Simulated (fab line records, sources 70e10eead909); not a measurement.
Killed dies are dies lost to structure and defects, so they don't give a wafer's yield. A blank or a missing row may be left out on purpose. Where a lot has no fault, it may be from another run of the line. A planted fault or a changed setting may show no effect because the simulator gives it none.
Matching of chambers	flow nand-harc	NHARC_A_STAIRCASE_DEP_151 on pecvd-03: 3 sister chambers
The step deposits SiO2, target thk 3800 nm. 6 wafers are shown with their chamber, then 7 later ones without.

== EACH WAFER AND ITS CHAMBER ==
wafer	chamber	heater-power-w (W)	susceptor-temp-C (C)
L084.6	0	548	399.95
L087.4	0	548	400.20
L090.5	2	746	399.88
L090.6	1	632	399.81
L093.1	2	909	400.01
L093.2	1	717	399.94

== WAFERS WITHOUT THEIR CHAMBER ==
wafer	heater-power-w (W)	susceptor-temp-C (C)
L093.4	627	399.88
L092.1	664	399.97
L092.5	609	400.09
L092.6	555	400.15
L096.3	670	399.97
L096.4	610	400.10
L096.6	740	399.99

== CHAMBER TAKEN BY EACH ==
wafer	from the rows above	in truth
L093.4	can't be placed: 1 or 0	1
L092.1	can't be placed: 1 or 0 or 2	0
L092.5	can't be placed: 0 or 1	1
L092.6	0	0
L096.3	can't be placed: 1 or 0 or 2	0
L096.4	can't be placed: 0 or 1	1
L096.6	can't be placed: 2 or 1 or 0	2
Correct placement for 1 of the 7. Cannot be placed on the basis of these rows: 6; the candidates contain the true chamber in 6. Placed wrongly: 0.
How it was worked out, from the rows above alone: a wafer's distance from a chamber is the root of the sum, over the readings, of the square of ((its reading less the chamber's mean) divided by the reading's scatter). If the next closest chamber is less than 2 further off than the closest, the wafer can't be placed; otherwise it belongs to the closest. Each chamber's mean is taken over the wafers shown for it. The scatter: the root of (the sum of the squares of (reading less its chamber's mean) over the shown wafers, divided by (wafers less chambers)).
